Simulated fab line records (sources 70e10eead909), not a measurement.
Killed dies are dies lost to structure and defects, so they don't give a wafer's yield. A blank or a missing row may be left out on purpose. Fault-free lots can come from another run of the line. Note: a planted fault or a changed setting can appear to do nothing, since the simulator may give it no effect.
Chamber matching || flow nand_harc || ald_metal-02 running NHARC_P_CONTACT_ALD_22: 4 sister chambers
The step deposits TiN, target thk 3 nm, pulse time 1 s, ald cycles 150. 18 wafers are shown with their chamber, then 9 later ones without.

== WAFERS, EACH WITH ITS CHAMBER ==
{"wafer": "L074.1", "chamber": 0, "heater_power_w (W)": 1102, "susceptor_temp_C (C)": 450.43, "precursor_pulse_height_rel": 0.995}
{"wafer": "L074.3", "chamber": 3, "heater_power_w (W)": 1075, "susceptor_temp_C (C)": 449.91, "precursor_pulse_height_rel": 0.988}
{"wafer": "L074.5", "chamber": 1, "heater_power_w (W)": 1287, "susceptor_temp_C (C)": 450.22, "precursor_pulse_height_rel": 0.994}
{"wafer": "L077.2", "chamber": 3, "heater_power_w (W)": 1071, "susceptor_temp_C (C)": 450.01, "precursor_pulse_height_rel": 1.014}
{"wafer": "L077.5", "chamber": 0, "heater_power_w (W)": 1086, "susceptor_temp_C (C)": 449.88, "precursor_pulse_height_rel": 0.988}
{"wafer": "L077.6", "chamber": 1, "heater_power_w (W)": 1296, "susceptor_temp_C (C)": 449.85, "precursor_pulse_height_rel": 0.995}
{"wafer": "L080.1", "chamber": 2, "heater_power_w (W)": 1224, "susceptor_temp_C (C)": 449.74, "precursor_pulse_height_rel": 1.026}
{"wafer": "L080.4", "chamber": 3, "heater_power_w (W)": 1095, "susceptor_temp_C (C)": 449.96, "precursor_pulse_height_rel": 0.989}
{"wafer": "L080.6", "chamber": 3, "heater_power_w (W)": 1086, "susceptor_temp_C (C)": 450.07, "precursor_pulse_height_rel": 1.008}
{"wafer": "L081.1", "chamber": 3, "heater_power_w (W)": 1083, "susceptor_temp_C (C)": 449.87, "precursor_pulse_height_rel": 1.004}
{"wafer": "L081.2", "chamber": 0, "heater_power_w (W)": 1069, "susceptor_temp_C (C)": 450.05, "precursor_pulse_height_rel": 1.043}
{"wafer": "L081.5", "chamber": 0, "heater_power_w (W)": 1082, "susceptor_temp_C (C)": 449.94, "precursor_pulse_height_rel": 1.004}
{"wafer": "L083.3", "chamber": 2, "heater_power_w (W)": 1205, "susceptor_temp_C (C)": 450.14, "precursor_pulse_height_rel": 0.986}
{"wafer": "L083.4", "chamber": 0, "heater_power_w (W)": 1064, "susceptor_temp_C (C)": 450.00, "precursor_pulse_height_rel": 1.004}
{"wafer": "L083.5", "chamber": 2, "heater_power_w (W)": 1235, "susceptor_temp_C (C)": 450.13, "precursor_pulse_height_rel": 0.973}
{"wafer": "L085.1", "chamber": 0, "heater_power_w (W)": 1074, "susceptor_temp_C (C)": 450.24, "precursor_pulse_height_rel": 0.982}
{"wafer": "L085.2", "chamber": 3, "heater_power_w (W)": 1084, "susceptor_temp_C (C)": 449.79, "precursor_pulse_height_rel": 0.992}
{"wafer": "L085.6", "chamber": 0, "heater_power_w (W)": 1136, "susceptor_temp_C (C)": 450.02, "precursor_pulse_height_rel": 0.999}

SIGNATURES (averages over the wafers above)
{"reading": "heater_power_w", "chamber 0": 1087.57, "chamber 1": 1291.50, "chamber 2": 1221.33, "chamber 3": 1082.33, "scatter within a chamber": 18}
{"reading": "susceptor_temp_C", "chamber 0": 450.0800, "chamber 1": 450.0350, "chamber 2": 450.0033, "chamber 3": 449.9350, "scatter within a chamber": 0.178}
{"reading": "precursor_pulse_height_rel", "chamber 0": 1.00214, "chamber 1": 0.99450, "chamber 2": 0.99500, "chamber 3": 0.99917, "scatter within a chamber": 0.0179}
Rule: for a wafer and a chamber, the distance is found by dividing, reading by reading, the gap between the wafer's reading and the chamber's mean by the reading's scatter, squaring, summing and taking the root. The wafer belongs to the nearest chamber; if the next one is less than 2 further off, it can't be placed. The scatter: take each reading less its chamber's mean, square it, sum over the shown wafers, divide by the number of wafers less the number of chambers, and take the root.

== WAFERS WITHOUT THEIR CHAMBER ==
{"wafer": "L087.3", "heater_power_w (W)": 1090, "susceptor_temp_C (C)": 450.68, "precursor_pulse_height_rel": 0.973}
{"wafer": "L087.5", "heater_power_w (W)": 1149, "susceptor_temp_C (C)": 449.69, "precursor_pulse_height_rel": 1.033}
{"wafer": "L087.6", "heater_power_w (W)": 1070, "susceptor_temp_C (C)": 449.95, "precursor_pulse_height_rel": 0.993}
{"wafer": "L092.1", "heater_power_w (W)": 1336, "susceptor_temp_C (C)": 450.12, "precursor_pulse_height_rel": 0.978}
{"wafer": "L092.3", "heater_power_w (W)": 1091, "susceptor_temp_C (C)": 450.00, "precursor_pulse_height_rel": 0.969}
{"wafer": "L092.6", "heater_power_w (W)": 1371, "susceptor_temp_C (C)": 449.89, "precursor_pulse_height_rel": 0.961}
{"wafer": "L095.1", "heater_power_w (W)": 1084, "susceptor_temp_C (C)": 450.39, "precursor_pulse_height_rel": 0.983}
{"wafer": "L095.2", "heater_power_w (W)": 1090, "susceptor_temp_C (C)": 450.30, "precursor_pulse_height_rel": 1.022}
{"wafer": "L095.3", "heater_power_w (W)": 1343, "susceptor_temp_C (C)": 450.21, "precursor_pulse_height_rel": 0.993}

== EACH ONE'S CHAMBER ==
{"wafer": "L087.3", "from the rows above": "can't be placed: 0 or 3", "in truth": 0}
{"wafer": "L087.5", "from the rows above": "can't be placed: 3 or 0 or 2", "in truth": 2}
{"wafer": "L087.6", "from the rows above": "can't be placed: 3 or 0", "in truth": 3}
{"wafer": "L092.1", "from the rows above": 1, "in truth": 1}
{"wafer": "L092.3", "from the rows above": "can't be placed: 3 or 0", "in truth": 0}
{"wafer": "L092.6", "from the rows above": 1, "in truth": 1}
{"wafer": "L095.1", "from the rows above": "can't be placed: 0 or 3", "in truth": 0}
{"wafer": "L095.2", "from the rows above": "can't be placed: 0 or 3", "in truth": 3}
{"wafer": "L095.3", "from the rows above": 1, "in truth": 1}
3 of 9 placed correctly. Cannot be placed on the basis of these rows: 6; the candidates contain the true chamber in 6. Number placed wrongly: 0.
